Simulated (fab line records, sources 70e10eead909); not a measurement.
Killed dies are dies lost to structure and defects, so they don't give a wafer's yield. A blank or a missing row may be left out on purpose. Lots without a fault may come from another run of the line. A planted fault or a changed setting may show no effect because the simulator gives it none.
Chamber matching | flow nand_harc | NHARC_THIN_TSV_ETCH_44 on rie_diel-01: 4 sister chambers
The step etches the open film in CF4/O2, target depth 1594.2 nm, time 797.1 s. 16 wafers are shown with their chamber, then 7 later ones without.

WAFERS WITH THEIR CHAMBER
wafer  | chamber | drypump_motor_current_A (A) | showerhead_plenum_p_Torr (Torr) | rf_vpp_V (V)
L965.1 | 0       | 5.5                         | 1.82                            | 793
L965.5 | 1       | 6.5                         | 1.85                            | 794
L965.6 | 2       | 5.9                         | 1.82                            | 793
L968.1 | 1       | 6.5                         | 1.85                            | 797
L968.2 | 3       | 5.4                         | 1.89                            | 798
L968.6 | 2       | 5.9                         | 1.82                            | 794
L967.1 | 3       | 5.4                         | 1.89                            | 798
L967.3 | 0       | 5.5                         | 1.82                            | 793
L967.5 | 0       | 5.5                         | 1.81                            | 792
L971.1 | 3       | 5.3                         | 1.89                            | 799
L971.4 | 1       | 6.5                         | 1.85                            | 797
L971.5 | 1       | 6.5                         | 1.85                            | 795
L972.3 | 0       | 5.5                         | 1.81                            | 792
L972.4 | 3       | 5.4                         | 1.89                            | 799
L972.5 | 2       | 5.9                         | 1.82                            | 794
L978.2 | 2       | 5.9                         | 1.82                            | 794

SIGNATURES (means of the wafers above)
reading                  | chamber 0 | chamber 1 | chamber 2 | chamber 3 | scatter within a chamber
drypump_motor_current_A  | 5.500     | 6.500     | 5.900     | 5.375     | 0.025
showerhead_plenum_p_Torr | 1.8150    | 1.8500    | 1.8200    | 1.8900    | 0.00289
rf_vpp_V                 | 792.50    | 795.75    | 793.75    | 798.50    | 0.89
Rule: a wafer's distance from a chamber is the root of the sum, over the readings, of the square of ((its reading less the chamber's mean) divided by the reading's scatter). The wafer belongs to the nearest chamber; if the next one is less than 2 further off, it can't be placed. The scatter: the root of (the sum of the squares of (reading less its chamber's mean) over the shown wafers, divided by (wafers less chambers)).

WAFERS WITHOUT THEIR CHAMBER
wafer  | drypump_motor_current_A (A) | showerhead_plenum_p_Torr (Torr) | rf_vpp_V (V)
L978.5 | 5.4                         | 1.89                            | 796
L978.6 | 5.6                         | 1.81                            | 793
L981.2 | 6.5                         | 1.85                            | 796
L981.4 | 5.9                         | 1.82                            | 794
L981.5 | 5.5                         | 1.81                            | 795
L980.4 | 5.4                         | 1.89                            | 798
L980.6 | 5.3                         | 1.89                            | 799

WHICH CHAMBER EACH WENT THROUGH
wafer  | from the rows above | in truth
L978.5 | 3                   | 3
L978.6 | 0                   | 0
L981.2 | 1                   | 1
L981.4 | 2                   | 2
L981.5 | 0                   | 0
L980.4 | 3                   | 3
L980.6 | 3                   | 3
Placed correctly: 7 of 7. Can't be placed from these rows: 0. Placed wrongly: 0.
